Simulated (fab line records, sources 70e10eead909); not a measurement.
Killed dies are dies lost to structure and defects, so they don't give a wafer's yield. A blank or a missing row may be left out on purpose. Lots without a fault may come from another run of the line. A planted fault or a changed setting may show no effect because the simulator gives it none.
fab line records | flow nand_harc
record lots=5 wafers=15 last_day=24
route steps=1159 shown P_GATE@115
lots that met no fault: from a run of the same line without faults
start_h: hours from the record's first day to the start of the lot's first wafer shown | wait_h: hours since the lot's step before | " the same as in the row above | L1.1+2: a row that stands for several wafers | - no value, or no start given | * or withheld: withheld | < > ~ a bound
route shown NAME@n: a module of which the file shows steps, and the number in the route of the first | usual: mean/standard deviation of fault-free wafers | same: alike in all rows | chamber/n: place in a boat | sites: the reading at each site | _std_site: their standard deviation | _edge_site: outer sites' mean less inner sites' | radius_mm: how far each site lies from the wafer's centre | mask NAME#n: copy n | behind: the tool/chamber that last shaped the wafer | hold: why the lot was held/for how many hours/how that ended | device: the transistor (n, p or np) that didn't switch | end of line: the same wafers' tests at the end of the route | a step without rows: its recipe alone | killed: dies lost to structure and defects at the first sort, not the wafer's yield | map: a wafer's dies, x killed, . not, _ none there
set.NAME: the setting as run; set.NAME@STEP: as run at that earlier step | model.NAME: the simulator's own value behind a step, which no gauge read
lots at some steps of the route; a table a step, a row a wafer
services: from which hour (start_h, from the record's first day; less than 0 if before it) a tool's chamber was out of use, for how many hours, and why
## steps
# step NHARC_P_GATE_HMDS_04
# recipe time_s=30
# same time_s=30
# columns lot.wafer tool chamber start_h wait_h
L074.1+2+3 litho_track-02 0 - -
L079.3+4+5 litho_track-02 0 - -
L084.3+5+6 litho_track-05 0 - -
L086.2+4+5 litho_track-07 0 - -
L093.2+5+6 litho_track-02 0 - -
# step NHARC_P_GATE_COAT_05
# recipe spin_rpm=4690
# columns lot.wafer tool chamber start_h wait_h
L074.1+2+3 litho_track-02 0 - -
L079.3+4+5 litho_track-02 0 - -
L084.3+5+6 litho_track-05 0 - -
L086.2+4+5 litho_track-07 0 - -
L093.2+5+6 litho_track-02 0 - -
# step NHARC_P_GATE_SOFTBAKE_06
# recipe temp_c=122 time_s=95
# usual plate_temp_C=121.98/0.13
# same time_s=95
# columns lot.wafer tool chamber start_h wait_h plate_temp_C
L074.1 litho_track-02 0 - - 121.82
L074.2 " 0 " " 121.86
L074.3 " 0 " " 121.94
L079.3 litho_track-02 0 - - 122.18
L079.4 " 0 " " 122.10
L079.5 " 0 " " 122.10
L084.3 litho_track-05 0 - - 122.02
L084.5 " 0 " " 121.94
L084.6 " 0 " " 122.01
L086.2 litho_track-07 0 - - 121.92
L086.4 " 0 " " 122.12
L086.5 " 0 " " 121.80
L093.2 litho_track-02 0 - - 122.16
L093.5 " 0 " " 122.11
L093.6 " 0 " " 121.93
# step NHARC_P_GATE_EBR_07
# columns lot.wafer tool chamber start_h wait_h
L074.1+2+3 litho_track-02 0 - -
L079.3+4+5 litho_track-02 0 - -
L084.3+5+6 litho_track-05 0 - -
L086.2+4+5 litho_track-07 0 - -
L093.2+5+6 litho_track-02 0 - -
# step NHARC_P_GATE_EXPOSE_08
# recipe na=0.6 dose_mj=16.75 mask_id=P_HV
# usual exposure_dose_mJ_cm2=16.749/0.017
# columns lot.wafer tool chamber start_h wait_h mask exposure_dose_mJ_cm2
L074.1 krf_scanner-04 0 72.90 - P_HV#0 16.756
L074.2 " 0 " " P_HV#0 16.734
L074.3 " 0 " " P_HV#0 16.738
L079.3 krf_scanner-04 0 103.86 - P_HV#0 16.739
L079.4 " 0 " " P_HV#0 16.754
L079.5 " 0 " " P_HV#0 16.752
L084.3 krf_scanner-01 0 134.73 - P_HV#0 16.770
L084.5 " 0 " " P_HV#0 16.751
L084.6 " 0 " " P_HV#0 16.779
L086.2 krf_scanner-02 0 151.45 - P_HV#0 16.748
L086.4 " 0 " " P_HV#0 16.745
L086.5 " 0 " " P_HV#0 16.726
L093.2 krf_scanner-01 0 186.45 - P_HV#0 16.753
L093.5 " 0 " " P_HV#0 16.759
L093.6 " 0 " " P_HV#0 16.748
# step NHARC_P_GATE_PEB_09
# recipe peb_temp_c=118 peb_time_s=85
# usual plate_temp_C=117.98/0.13
# columns lot.wafer tool chamber start_h wait_h plate_temp_C
L074.1 litho_track-02 0 72.97 0.1 117.97
L074.2 " 0 " " 117.82
L074.3 " 0 " " 117.89
L079.3 litho_track-07 0 103.91 0.1 117.72
L079.4 " 0 " " 117.68
L079.5 " 0 " " 117.69
L084.3 litho_track-02 0 134.79 0.1 117.92
L084.5 " 0 " " 118.16
L084.6 " 0 " " 118.05
L086.2 litho_track-07 0 151.51 0.1 118.19
L086.4 " 0 " " 118.06
L086.5 " 0 " " 118.04
L093.2 litho_track-07 0 186.52 0.1 117.95
L093.5 " 0 " " 118.27
L093.6 " 0 " " 117.95
# step NHARC_P_GATE_DEVELOP_10
# recipe time_s=70
# same time_s=70
# columns lot.wafer tool chamber start_h wait_h
L074.1+2+3 litho_track-02 0 - -
L079.3+4+5 litho_track-07 0 - -
L084.3+5+6 litho_track-02 0 - -
L086.2+4+5 litho_track-07 0 - -
L093.2+5+6 litho_track-07 0 - -
# step NHARC_P_GATE_CD_MEAS_11
# recipe target_cd_nm=1640 landing_energy_ev=500
# usual cd_nm=1639.8/2.3
# columns lot.wafer tool chamber start_h wait_h cd_nm
L074.1 cd_sem-03 0 73.06 - 1642.2
L074.2 " 0 " " 1641.8
L074.3 " 0 " " 1640.5
L079.3 cd_sem-03 0 104.01 - 1635.6
L079.4 " 0 " " 1635.9
L079.5 " 0 " " 1635.6
L084.3 cd_sem-02 0 134.88 - 1640.4
L084.5 " 0 " " 1639.1
L084.6 " 0 " " 1640.4
L086.2 cd_sem-02 0 151.60 - 1637.8
L086.4 " 0 " " 1636.4
L086.5 " 0 " " 1640.4
L093.2 cd_sem-03 0 186.61 - 1637.9
L093.5 " 0 " " 1634.4
L093.6 " 0 " " 1634.7
# step NHARC_P_GATE_HARDBAKE_12
# recipe temp_c=125 time_s=80
# usual plate_temp_C=124.96/0.14
# same time_s=80
# columns lot.wafer tool chamber start_h wait_h plate_temp_C
L074.1 litho_track-07 0 73.14 - 125.12
L074.2 " 0 " " 125.18
L074.3 " 0 " " 124.93
L079.3 litho_track-02 0 104.09 - 125.03
L079.4 " 0 " " 125.09
L079.5 " 0 " " 124.93
L084.3 litho_track-05 0 134.96 - 124.75
L084.5 " 0 " " 124.89
L084.6 " 0 " " 124.96
L086.2 litho_track-02 0 151.68 - 124.97
L086.4 " 0 " " 124.97
L086.5 " 0 " " 125.13
L093.2 litho_track-07 0 186.69 - 125.12
L093.5 " 0 " " 124.85
L093.6 " 0 " " 125.06
# step NHARC_P_GATE_DESCUM_13
# recipe time_s=3 o2_flow_sccm=200 ar_flow_sccm=0 bias_power_w=0 chemistry=O2
# usual drypump_motor_current_A=5.9/0.35 oes_product_au=0.999/0.0099 rf_vpp_V=57.7/0.8 showerhead_plenum_p_Torr=1.93/0.074 throttle_valve_pct=11.313/0.0092
# same bias_power_w=0 time_s=3
# columns lot.wafer tool chamber start_h wait_h drypump_motor_current_A oes_product_au rf_hours_counter_h rf_vpp_V showerhead_plenum_p_Torr throttle_valve_pct
L074.3 rie_diel-07 3 73.22 - 6.2 0.997 4 57.1 1.83 11.338
L074.1 " 1 " " 5.9 0.994 4 58.1 2.03 11.308
L074.2 " 2 " " 6.2 0.995 4 58.2 1.99 11.299
L079.3 rie_diel-07 2 104.16 - 6.2 0.989 9 58.8 1.99 11.305
L079.4 " 1 " " 5.9 1.009 9 59.1 2.02 11.311
L079.5 " 3 " " 6.2 0.993 - 57.8 1.83 11.313
L084.3 rie_diel-07 2 135.07 - 6.2 1.004 15 57.5 1.99 11.308
L084.6 " 3 " " 6.2 1.012 - 57.4 1.83 11.308
L084.5 " 0 " " 5.6 1.020 - 58.5 1.97 11.298
L086.4 rie_diel-07 1 151.77 - 5.9 0.994 18 57.4 2.02 11.310
L086.2 " 2 " " 6.2 0.987 16 58.4 1.99 11.324
L086.5 " 0 " " 5.6 0.994 - 58.4 1.97 11.297
L093.2 rie_diel-02 3 186.84 - 6.3 0.988 12 58.4 1.94 11.306
L093.5 " 0 " " 6.0 0.989 - 56.9 1.84 11.319
L093.6 " 1 " " 5.4 0.994 - 56.4 1.86 11.315
# step NHARC_P_GATE_ETCH_14
# recipe target_depth_a=488 chemistry=dHF material=SiO2
# columns lot.wafer tool chamber start_h wait_h
L074.2+3+1 wet_bench-09 6,2,3 73.36 0.1
L079.5+3+4 wet_bench-04 7,0,4 104.30 0.1
L084.5+3+6 wet_bench-01 0,1,3 135.18 0.1
L086.2+4+5 wet_bench-09 5,6,0 151.90 0.1
L093.2+5+6 wet_bench-04 0,1,2 186.95 0.1
# step NHARC_P_GATE_STRIP_15
# recipe time_s=780 temp_c=130 chemistry=SPM
# same time_s=780
# columns lot.wafer tool chamber start_h wait_h
L074.2+3+1 wet_bench-09 6,2,3 73.39 0.0
L079.5+3+4 wet_bench-04 7,0,4 104.34 0.0
L084.5+3+6 wet_bench-01 0,1,3 135.22 0.0
L086.2+4+5 wet_bench-09 5,6,0 151.94 0.0
L093.2+5+6 wet_bench-04 0,1,2 186.99 0.0
# step NHARC_P_GATE_PRECLEAN_71
# recipe time_s=* temp_c=50 bath_age_min=0 chemistry=SC1
# same time_s=*
# columns lot.wafer tool chamber start_h wait_h
L074.2+3+1 wet_bench-09 6,2,3 - -
L079.5+3+4 wet_bench-04 7,0,4 - -
L084.5+3+6 wet_bench-01 0,1,3 - -
L086.2+4+5 wet_bench-09 5,6,0 - -
L093.2+5+6 wet_bench-04 0,1,2 - -
# step NHARC_P_GATE_SRD_72
# columns lot.wafer tool chamber start_h wait_h
L074.2+3+1 wet_bench-09 6,2,3 - -
L079.5+3+4 wet_bench-04 7,0,4 - -
L084.5+3+6 wet_bench-01 0,1,3 - -
L086.2+4+5 wet_bench-09 5,6,0 - -
L093.2+5+6 wet_bench-04 0,1,2 - -
# step NHARC_P_GATE_OXIDE_16
# recipe target_thk_a=30 temp_c=875 ox_time_s=392 material=SiO2
# usual zone_power_bottom_pct=24.3/2.2 zone_power_lower_pct=16.2/2.3
# columns lot.wafer tool chamber start_h wait_h zone_power_bottom_pct zone_power_lower_pct
L074.1 furnace-03 0 76.74 - 22.3 18.6
L074.2 " 0 " " 22.7 18.5
L074.3 " 0 " " 22.5 18.8
L079.3 furnace-08 0 112.49 - 24.6 13.6
L079.4 " 0 " " 24.2 13.4
L079.5 " 0 " " 24.4 13.5
L084.3 furnace-02 0 138.43 - 29.0 16.8
L084.5 " 0 " " 28.6 16.6
L084.6 " 0 " " 29.0 16.8
L086.2 furnace-08 0 155.06 - 24.3 13.6
L086.4 " 0 " " 24.3 13.6
L086.5 " 0 " " 24.5 13.5
L093.2 furnace-02 0 192.14 - 28.6 16.6
L093.5 " 0 " " 28.3 16.5
L093.6 " 0 " " 29.0 16.7
# step NHARC_P_GATE_CVD_17
# recipe target_thk_a=1500 temp_c=620 time_s=900 material=poly-Si
# usual zone_power_bottom_pct=13.7/0.89 zone_power_lower_pct=9.2/1.2
# same time_s=900
# columns lot.wafer tool chamber start_h wait_h zone_power_bottom_pct zone_power_lower_pct
L074.1 lpcvd_poly-01 0 83.16 2.9 14.4 9.3
L074.2 " 0 " " 14.6 9.4
L074.3 " 0 " " 14.5 9.4
L079.3 lpcvd_poly-04 0 118.61 2.5 12.4 7.6
L079.4 " 0 " " 12.4 7.6
L079.5 " 0 " " 12.3 7.6
L084.3 lpcvd_poly-04 0 144.54 2.5 12.5 7.6
L084.5 " 0 " " 12.6 7.5
L084.6 " 0 " " 12.6 7.6
L086.2 lpcvd_poly-02 0 161.41 2.8 14.1 10.4
L086.4 " 0 " " 14.1 10.5
L086.5 " 0 " " 14.4 10.2
L093.2 lpcvd_poly-01 0 198.53 2.9 14.5 9.4
L093.5 " 0 " " 14.6 9.3
L093.6 " 0 " " 14.4 9.4
# step NHARC_P_GATE_HM_DEP_102
# recipe target_thk_a=1200 temp_c=400 material=aC
# usual throttle_valve_pct=35.001/0.0088
# columns lot.wafer tool chamber start_h wait_h throttle_valve_pct
L074.1 acl_dep-01 0 88.84 3.5 34.999
L074.2 " 0 " " 35.005
L074.3 " 0 " " 35.008
L079.3 acl_dep-02 0 121.43 0.6 34.998
L079.4 " 0 " " 35.001
L079.5 " 0 " " 34.996
L084.3 acl_dep-02 0 147.35 0.6 35.006
L084.5 " 0 " " 35.002
L084.6 " 0 " " 34.999
L086.2 acl_dep-01 0 164.18 0.5 34.986
L086.4 " 0 " " 35.006
L086.5 " 0 " " 34.994
L093.2 acl_dep-02 0 201.99 1.3 34.992
L093.5 " 0 " " 35.004
L093.6 " 0 " " 35.008
# step NHARC_P_GATE_DEP_103
# recipe target_thk_a=300 target_thk_nm=30 temp_c=400 flow_sccm=200 rf_w=350 material=SiON
# usual heater_power_w=727/64
# columns lot.wafer tool chamber start_h wait_h heater_power_w
L074.2 pecvd-04 0 89.50 0.4 821
L074.3 " 1 " " 805
L074.1 " 2 " " 731
L079.3 pecvd-02 1 121.91 0.4 706
L079.4 " 0 " " 659
L079.5 " 2 " " 727
L084.3 pecvd-01 2 147.85 0.4 688
L084.6 " 0 " " 696
L084.5 " 2 " " 715
L086.2 pecvd-01 2 164.96 0.7 795
L086.4 " 1 " " 758
L086.5 " 2 " " 794
L093.2 pecvd-01 0 202.68 0.6 694
L093.5 " 1 " " 773
L093.6 " 2 " " 725
# step NHARC_P_GATE_DEHYDRATE_18
# recipe temp_c=150 time_s=120
# usual plate_temp_C=149.99/0.15
# same time_s=120
# columns lot.wafer tool chamber start_h wait_h plate_temp_C
L074.1 litho_track-06 0 89.77 0.2 149.84
L074.2 " 0 " " 149.91
L074.3 " 0 " " 149.94
L079.3 litho_track-04 0 122.16 0.2 149.91
L079.4 " 0 " " 149.91
L079.5 " 0 " " 149.70
L084.3 litho_track-06 0 148.07 0.2 149.66
L084.5 " 0 " " 150.09
L084.6 " 0 " " 149.90
L086.2 litho_track-06 0 165.17 0.2 150.16
L086.4 " 0 " " 149.97
L086.5 " 0 " " 149.83
L093.2 litho_track-06 0 202.95 0.2 149.90
L093.5 " 0 " " 149.89
L093.6 " 0 " " 150.00
# step NHARC_P_GATE_HMDS_19
# recipe time_s=30
# same time_s=30
# columns lot.wafer tool chamber start_h wait_h
L074.1+2+3 litho_track-06 0 - -
L079.3+4+5 litho_track-04 0 - -
L084.3+5+6 litho_track-06 0 - -
L086.2+4+5 litho_track-06 0 - -
L093.2+5+6 litho_track-06 0 - -
# step NHARC_P_GATE_COAT_20
# recipe spin_rpm=1500 resist_thk_nm=90
# columns lot.wafer tool chamber start_h wait_h
L074.1+2+3 litho_track-06 0 - -
L079.3+4+5 litho_track-04 0 - -
L084.3+5+6 litho_track-06 0 - -
L086.2+4+5 litho_track-06 0 - -
L093.2+5+6 litho_track-06 0 - -
# step NHARC_P_GATE_SOFTBAKE_21
# recipe temp_c=105 time_s=55
# usual plate_temp_C=105.00/0.13
# same time_s=55
# columns lot.wafer tool chamber start_h wait_h plate_temp_C
L074.1 litho_track-06 0 - - 105.17
L074.2 " 0 " " 104.98
L074.3 " 0 " " 105.05
L079.3 litho_track-04 0 - - 105.03
L079.4 " 0 " " 105.00
L079.5 " 0 " " 104.98
L084.3 litho_track-06 0 - - 105.00
L084.5 " 0 " " 105.09
L084.6 " 0 " " 105.07
L086.2 litho_track-06 0 - - 105.07
L086.4 " 0 " " 104.90
L086.5 " 0 " " 104.93
L093.2 litho_track-06 0 - - 104.92
L093.5 " 0 " " 104.76
L093.6 " 0 " " 104.82
# step NHARC_P_GATE_EBR_22
# columns lot.wafer tool chamber start_h wait_h
L074.1+2+3 litho_track-06 0 - -
L079.3+4+5 litho_track-04 0 - -
L084.3+5+6 litho_track-06 0 - -
L086.2+4+5 litho_track-06 0 - -
L093.2+5+6 litho_track-06 0 - -
# step NHARC_P_GATE_EXPOSE_23
# recipe na=1.35 target_cd_nm=120 dose_mj=93.91 mask_id=P_GATE
# usual exposure_dose_mJ_cm2=93.90/0.086
# columns lot.wafer tool chamber start_h wait_h mask exposure_dose_mJ_cm2
L074.1 arfi_scanner-01 0 90.04 - P_GATE#0 93.97
L074.2 " 0 " " P_GATE#0 93.88
L074.3 " 0 " " P_GATE#0 94.17
L079.3 arfi_scanner-01 0 122.31 - P_GATE#0 93.99
L079.4 " 0 " " P_GATE#0 93.87
L079.5 " 0 " " P_GATE#0 93.78
L084.3 arfi_scanner-01 0 148.22 - P_GATE#0 93.78
L084.5 " 0 " " P_GATE#0 93.86
L084.6 " 0 " " P_GATE#0 93.96
L086.2 arfi_scanner-01 0 165.57 - P_GATE#0 94.18
L086.4 " 0 " " P_GATE#0 94.04
L086.5 " 0 " " P_GATE#0 93.98
L093.2 arfi_scanner-02 0 203.10 - P_GATE#0 93.92
L093.5 " 0 " " P_GATE#0 94.04
L093.6 " 0 " " P_GATE#0 93.87
# step NHARC_P_GATE_PEB_24
# recipe peb_temp_c=100 peb_time_s=65
# usual plate_temp_C=100.00/0.14
# columns lot.wafer tool chamber start_h wait_h plate_temp_C
L074.1 litho_track-01 0 90.10 0.1 100.06
L074.2 " 0 " " 99.90
L074.3 " 0 " " 100.07
L079.3 litho_track-04 0 122.36 0.0 99.87
L079.4 " 0 " " 99.98
L079.5 " 0 " " 99.95
L084.3 litho_track-04 0 148.28 0.0 99.91
L084.5 " 0 " " 99.97
L084.6 " 0 " " 99.85
L086.2 litho_track-04 0 165.62 0.1 99.92
L086.4 " 0 " " 99.92
L086.5 " 0 " " 100.00
L093.2 litho_track-04 0 203.16 0.1 100.03
L093.5 " 0 " " 100.25
L093.6 " 0 " " 100.15
# step NHARC_P_GATE_DEVELOP_25
# recipe develop_time_s=35 dev_temp_c=23
# columns lot.wafer tool chamber start_h wait_h
L074.1+2+3 litho_track-01 0 - -
L079.3+4+5 litho_track-04 0 - -
L084.3+5+6 litho_track-04 0 - -
L086.2+4+5 litho_track-04 0 - -
L093.2+5+6 litho_track-04 0 - -
# step NHARC_P_GATE_CD_MEAS_26
# recipe target_cd_nm=120 landing_energy_ev=500
# usual cd_nm=120.0/0.9
# columns lot.wafer tool chamber start_h wait_h cd_nm
L074.1 cd_sem-03 0 90.18 - 119.7
L074.2 " 0 " " 120.7
L074.3 " 0 " " 120.0
L079.3 cd_sem-02 0 122.44 - 120.5
L079.4 " 0 " " 120.5
L079.5 " 0 " " 121.2
L084.3 cd_sem-02 0 148.36 - 120.5
L084.5 " 0 " " 120.6
L084.6 " 0 " " 120.9
L086.2 cd_sem-03 0 165.70 - 120.0
L086.4 " 0 " " 120.7
L086.5 " 0 " " 121.3
L093.2 cd_sem-03 0 203.24 - 120.1
L093.5 " 0 " " 120.2
L093.6 " 0 " " 120.9
# step NHARC_P_GATE_OVL_MEAS_27
# usual overlay_x_nm=0.0/0.92 overlay_y_nm=0.1/0.86
# columns lot.wafer tool chamber start_h wait_h overlay_x_nm overlay_y_nm
L074.1 overlay-01 - 90.27 - 1.7 0.3
L074.2 " - " " 1.5 0.6
L074.3 " - " " 1.7 0.3
L079.3 overlay-01 - 122.54 - -1.0 0.8
L079.4 " - " " -1.2 0.6
L079.5 " - " " -0.5 0.0
L084.3 overlay-02 - 148.44 - 1.3 -1.1
L084.5 " - " " 0.7 -0.5
L084.6 " - " " 1.6 -1.3
L086.2 overlay-01 - 165.79 - -0.7 -0.1
L086.4 " - " " -1.4 0.9
L086.5 " - " " -1.2 0.7
L093.2 overlay-01 - 203.32 - 0.5 0.1
L093.5 " - " " 0.6 -0.5
L093.6 " - " " 0.5 0.0
# step NHARC_P_GATE_INSPECT_28
# usual raw_defect_count=6/3.2
# columns lot.wafer tool chamber start_h wait_h raw_defect_count
L074.1 defect_inspect-01 - 90.31 0.0 4
L074.2 " - " " 6
L074.3 " - " " 1
L079.3 defect_inspect-02 - 122.58 0.0 3
L079.4 " - " " 5
L079.5 " - " " 4
L084.3 defect_inspect-01 - 148.48 0.0 7
L084.5 " - " " 11
L084.6 " - " " 5
L086.2 defect_inspect-02 - 165.83 0.0 6
L086.4 " - " " 3
L086.5 " - " " 7
L093.2 defect_inspect-01 - 203.36 0.0 5
L093.5 " - " " 4
L093.6 " - " " 10
# step NHARC_P_GATE_DESCUM_31
# recipe time_s=3 o2_flow_sccm=200 ar_flow_sccm=0 bias_power_w=0 chemistry=O2
# usual drypump_motor_current_A=5.9/0.35 oes_product_au=0.999/0.0091 rf_vpp_V=57.7/0.91 showerhead_plenum_p_Torr=1.92/0.073 throttle_valve_pct=11.310/0.0086
# same bias_power_w=0 time_s=3
# columns lot.wafer tool chamber start_h wait_h drypump_motor_current_A oes_product_au rf_hours_counter_h rf_vpp_V showerhead_plenum_p_Torr throttle_valve_pct
L074.2 rie_diel-02 0 90.37 0.1 6.1 0.978 40 57.9 1.85 11.302
L074.1 " 1 " " 5.4 0.991 39 58.4 1.87 11.315
L074.3 " 2 " " 5.2 0.991 39 57.4 1.91 11.323
L079.3 rie_diel-07 3 122.65 0.1 6.2 0.997 11 57.4 1.83 11.322
L079.4 " 0 " " 5.6 1.013 11 57.0 1.97 11.306
L079.5 " 2 " " 6.2 0.996 - 57.1 1.99 11.312
L084.3 rie_diel-02 1 148.55 0.1 5.4 0.993 60 56.8 1.87 11.311
L084.6 " 0 " " 6.1 0.985 - 58.2 1.84 11.314
L084.5 " 1 " " 5.4 0.998 - 58.9 1.87 11.302
L086.2 rie_diel-06 0 165.89 0.1 6.4 0.984 31 57.7 1.90 11.304
L086.4 " 1 " " 6.0 1.003 31 57.4 1.78 11.310
L086.5 " 0 " " 6.4 0.983 - 57.2 1.90 11.302
L093.2 rie_diel-06 1 203.44 0.1 6.0 0.997 47 56.9 1.77 11.296
L093.6 " 3 " " 6.0 0.996 - 58.2 2.01 11.324
L093.5 " 0 " " 6.4 1.002 - 57.5 1.89 11.309
# step NHARC_P_GATE_ETCH_104
# recipe target_depth_a=600 time_s=withheld cf4_flow_sccm=100 chf3_flow_sccm=30 ar_flow_sccm=0 rf_w=500 bias_w=200 chemistry=CF4/CHF3
# usual drypump_motor_current_A=5.9/0.36 oes_product_au=0.938/0.019 rf_vpp_V=370.8/2 showerhead_plenum_p_Torr=1.58/0.056 throttle_valve_pct=16.802/0.0093
# columns lot.wafer tool chamber start_h wait_h drypump_motor_current_A oes_product_au rf_vpp_V showerhead_plenum_p_Torr throttle_valve_pct
L074.1 rie_diel-02 0 90.46 0.1 6.0 0.949 368.4 1.52 16.808
L074.3 " 1 " " 5.4 0.964 369.8 1.54 16.797
L074.2 " 2 " " 5.2 0.987 371.8 1.57 16.795
L079.4 rie_diel-07 2 122.73 0.1 6.2 0.918 370.9 1.63 16.818
L079.3 " 0 " " 5.6 0.922 371.9 1.62 16.795
L079.5 " 3 " " 6.2 0.930 368.3 1.51 16.820
L084.3 rie_diel-02 0 148.64 0.1 6.0 0.952 368.9 1.52 16.794
L084.5 " 0 " " 6.0 0.943 369.3 1.52 16.794
L084.6 " 2 " " 5.2 0.955 370.2 1.56 16.791
L086.2 rie_diel-06 0 166.02 0.1 6.4 0.947 369.8 1.56 16.804
L086.4 " 2 " " 5.4 0.960 372.5 1.61 16.798
L086.5 " 0 " " 6.5 0.943 370.2 1.56 16.806
L093.2 rie_diel-06 3 203.69 0.2 6.0 0.932 372.4 1.65 16.802
L093.5 " 1 " " 6.0 0.956 368.9 1.46 16.812
L093.6 " 2 " " 5.5 0.957 371.9 1.61 16.796
# step NHARC_P_GATE_HM_OPEN_105
# recipe target_depth_a=3600 o2_flow_sccm=400 cos_flow_sccm=20 ar_flow_sccm=0 rf_w=500 bias_w=300 chemistry=O2/COS
# usual cos_flow_sccm=19.99/0.053 drypump_motor_current_A=5.9/0.35 oes_product_au=0.998/0.0085 rf_vpp_V=467.5/2.5 showerhead_plenum_p_Torr=3.14/0.11 throttle_valve_pct=28.330/0.0084
# columns lot.wafer tool chamber start_h wait_h cos_flow_sccm drypump_motor_current_A oes_product_au rf_hours_counter_h rf_vpp_V showerhead_plenum_p_Torr throttle_valve_pct
L074.1 rie_diel-02 3 - - 20.01 6.3 0.988 38 468.8 3.18 28.327
L074.3 " 0 " " 19.97 6.0 0.981 40 466.0 3.02 28.330
L074.2 " 1 " " 20.00 5.4 0.994 39 465.5 3.06 28.326
L079.3 rie_diel-07 3 - - 19.93 6.2 0.995 11 464.7 2.99 28.325
L079.4 " 0 " " 19.96 5.6 1.017 11 468.8 3.21 28.332
L079.5 " 0 " " 20.01 5.6 1.005 - 468.5 3.21 28.332
L084.3 rie_diel-02 2 - - 20.07 5.2 0.997 61 467.1 3.10 28.332
L084.6 " 0 " " 19.98 6.1 0.988 - 465.4 3.01 28.330
L084.5 " 2 " " 20.00 5.2 0.996 - 467.6 3.10 28.334
L086.4 rie_diel-06 0 - - 19.87 6.5 0.997 32 466.0 3.10 28.329
L086.2 " 3 " " 20.04 6.0 1.008 34 471.1 3.28 28.344
L086.5 " 0 " " 19.95 6.5 0.993 - 465.8 3.10 28.325
L093.2 rie_diel-06 2 - - 19.98 5.5 1.002 52 469.0 3.19 28.342
L093.6 " 2 " " 20.02 5.5 1.015 - 468.9 3.19 28.343
L093.5 " 3 " " 20.03 6.0 0.995 - 470.3 3.28 28.334
# step NHARC_P_GATE_STRIP_106
# recipe o2_flow_sccm=400 cos_flow_sccm=20 ar_flow_sccm=0 bias_w=0 chemistry=O2/COS
# columns lot.wafer tool chamber start_h wait_h
L074.2+3+1 rie_diel-02 0,2,3 - -
L079.4+3+5 rie_diel-07 0,1,2 - -
L084.3+5+6 rie_diel-02 1,2,1 - -
L086.2+4+5 rie_diel-06 3,0,0 - -
L093.2+6+5 rie_diel-06 0,0,1 - -
# step NHARC_P_GATE_ETCH_114
# recipe target_depth_a=300 overetch_a=30 time_s=16.5 ion_energy_ev=100 cf4_flow_sccm=80 o2_flow_sccm=20 ar_flow_sccm=0 rf_w=300 bias_w=100 chemistry=CF4/O2
# usual drypump_motor_current_A=5.9/0.36 oes_product_au=0.998/0.0082 rf_vpp_V=198.0/1.3 showerhead_plenum_p_Torr=1.34/0.049 throttle_valve_pct=13.396/0.0089
# same time_s=16.5
# columns lot.wafer tool chamber start_h wait_h drypump_motor_current_A oes_product_au rf_hours_counter_h rf_vpp_V showerhead_plenum_p_Torr throttle_valve_pct
L074.1 rie_diel-02 2 - - 5.2 0.989 39 197.6 1.33 13.389
L074.2 " 3 " " 6.3 0.993 38 198.8 1.36 13.400
L074.3 " 0 " " 6.1 0.974 40 197.1 1.29 13.397
L079.3 rie_diel-07 2 - - 6.2 0.994 12 198.4 1.39 13.413
L079.4 " 0 " " 5.6 1.009 11 198.3 1.38 13.399
L079.5 " 3 " " 6.2 1.001 - 196.1 1.28 13.404
L084.3 rie_diel-02 2 - - 5.2 0.994 61 199.0 1.33 13.379
L084.6 " 0 " " 6.0 0.989 - 197.7 1.29 13.413
L084.5 " 1 " " 5.4 1.001 - 197.3 1.30 13.403
L086.4 rie_diel-06 2 - - 5.4 1.004 37 199.5 1.37 13.418
L086.2 " 3 " " 6.0 0.998 35 200.0 1.41 13.405
L086.5 " 2 " " 5.4 1.016 - 198.1 1.37 13.382
L093.2 rie_diel-06 2 - - 5.5 1.011 52 198.3 1.37 13.385
L093.6 " 2 " " 5.5 0.999 - 197.9 1.37 13.393
L093.5 " 3 " " 6.0 0.995 - 198.7 1.40 13.407
# step NHARC_P_GATE_ETCH_32
# recipe target_depth_a=1500 over_etch_frac=1 over_etch_ion_energy_ev=40 time_s=100.1 hbr_flow_sccm=150 cl2_flow_sccm=50 rf_w=400 icp_w=400 bias_w=100 chemistry=HBr/Cl2
# usual drypump_motor_current_A=5.7/0.47 he_backside_leak_sccm=2.88/0.19 oes_product_au=1.004/0.009 throttle_valve_pct=26.406/0.0087
# same time_s=100.1
# columns lot.wafer tool chamber start_h wait_h drypump_motor_current_A he_backside_leak_sccm oes_product_au rf_hours_counter_h throttle_valve_pct
L074.2 rie_si-06 1 90.88 - 6.0 2.77 1.013 0.6 26.402
L074.1 " 2 " " 5.2 2.92 1.007 0.7 26.408
L074.3 " 3 " " 5.7 2.98 1.002 0.7 26.406
L079.4 rie_si-06 3 123.15 - 5.7 3.10 1.008 1.0 26.400
L079.3 " 1 " " 6.0 2.70 1.005 0.9 26.400
L079.5 " 3 " " 5.7 3.01 0.984 - 26.410
L084.3 rie_si-06 2 149.08 - 5.3 2.93 1.004 1.2 26.420
L084.5 " 1 " " 6.0 2.85 1.016 - 26.395
L084.6 " 2 " " 5.3 2.98 1.013 - 26.391
L086.2 rie_si-06 2 166.47 - 5.3 3.18 1.001 1.4 26.424
L086.4 " 0 " " 5.8 3.04 1.000 1.4 26.414
L086.5 " 1 " " 6.0 2.86 1.020 - 26.394
L093.2 rie_si-02 2 204.41 - 5.7 2.89 1.005 1.5 26.391
L093.6 " 3 " " 5.7 3.01 1.003 - 26.408
L093.5 " 0 " " 4.9 2.91 1.012 - 26.400
## services
# columns tool chamber start_h hours kind
rie_diel-07 - 51.20 9.0 pm
pecvd-01 - 56.00 13.0 pm
litho_track-05 - 62.00 7.0 pm
rie_diel-06 - 64.32 9.0 pm
krf_scanner-01 - 84.00 4.0 pm
litho_track-01 - 93.00 7.0 pm
pecvd-01 1 105.10 3.4 repair
wet_bench-09 - 112.80 8.0 pm
litho_track-06 - 117.00 7.0 pm
arfi_scanner-01 - 131.09 10.0 repair
rie_diel-06 1 134.09 5.1 repair
rie_diel-02 3 135.05 20.5 repair
rie_diel-07 2 137.40 8.3 repair
litho_track-04 - 141.00 7.0 pm
rie_diel-02 - 150.90 9.0 pm
arfi_scanner-01 - 160.12 4.8 repair
wet_bench-04 - 163.20 8.0 pm
litho_track-02 - 165.00 7.0 pm
acl_dep-02 - 169.33 13.0 pm
rie_si-06 - 183.00 9.0 pm
wet_bench-09 - 184.95 8.0 repair
litho_track-07 - 189.00 7.0 pm
rie_si-06 1 194.59 4.5 repair
arfi_scanner-01 - 196.00 4.0 pm
## key
fault none
